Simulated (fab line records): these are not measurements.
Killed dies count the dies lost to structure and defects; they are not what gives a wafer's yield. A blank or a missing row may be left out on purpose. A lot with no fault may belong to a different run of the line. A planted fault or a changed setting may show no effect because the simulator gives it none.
Chamber matching ; flow n5-finfet ; N5_BEOL_M13_ETCH_68 on rie-diel-02: 4 sister chambers
The step etches SOC in N2/H2, time 355 s. 16 wafers are shown with their chamber, then 8 later ones without.

## WAFERS PAIRED WITH THEIR CHAMBERS
wafer;chamber;showerhead-plenum-p-Torr (Torr);drypump-motor-current-A (A);throttle-valve-pct (%)
L077.2;0;2.57;6.7;17.30
L077.5;0;2.57;6.7;17.29
L077.6;1;2.40;5.7;18.04
L076.2;1;2.40;5.7;18.05
L076.3;2;2.71;5.7;17.82
L076.4;0;2.57;6.6;17.29
L080.1;2;2.71;5.7;17.83
L080.3;3;2.42;5.8;17.70
L080.4;0;2.57;6.6;17.32
L078.1;1;2.40;5.7;18.05
L078.4;2;2.71;5.7;17.82
L078.5;1;2.40;5.7;18.05
L084.2;0;2.57;6.7;17.32
L084.4;2;2.71;5.7;17.81
L084.6;0;2.57;6.7;17.32
L085.1;2;2.70;5.7;17.86

SIGNATURES (averages over the wafers above)
reading;chamber 0;chamber 1;chamber 2;chamber 3;scatter within a chamber
showerhead-plenum-p-Torr;2.5700;2.4000;2.7080;2.4200;0.00258
drypump-motor-current-A;6.667;5.700;5.700;5.800;0.0333
throttle-valve-pct;17.3067;18.0475;17.8280;17.7000;0.015
Rule: for a wafer and a chamber, the distance is found by dividing, reading by reading, the gap between the wafer's reading and the chamber's mean by the reading's scatter, squaring, summing and taking the root. If the next closest chamber is less than 2 further off than the closest, the wafer can't be placed; otherwise it belongs to the closest. The scatter is the square root of a quotient: the sum, over the shown wafers, of each reading's squared deviation from its chamber's mean, divided by wafers minus chambers.

## WAFERS WITHOUT THEIR CHAMBER
wafer;showerhead-plenum-p-Torr (Torr);drypump-motor-current-A (A);throttle-valve-pct (%)
L085.2;2.41;5.9;17.74
L085.6;2.56;6.7;17.34
L086.2;2.70;5.7;17.85
L086.5;2.41;5.8;17.73
L086.6;2.56;6.7;17.32
L090.1;2.41;5.8;17.74
L090.3;2.39;5.8;18.09
L090.5;2.39;5.7;18.10

## WHICH CHAMBER EACH WENT THROUGH
wafer;from the rows above;in truth
L085.2;3;3
L085.6;0;0
L086.2;2;2
L086.5;3;3
L086.6;0;0
L090.1;3;3
L090.3;1;1
L090.5;1;1
Correct placement for 8 of the 8. From these rows, 0 cannot be placed. 0 placed wrongly.
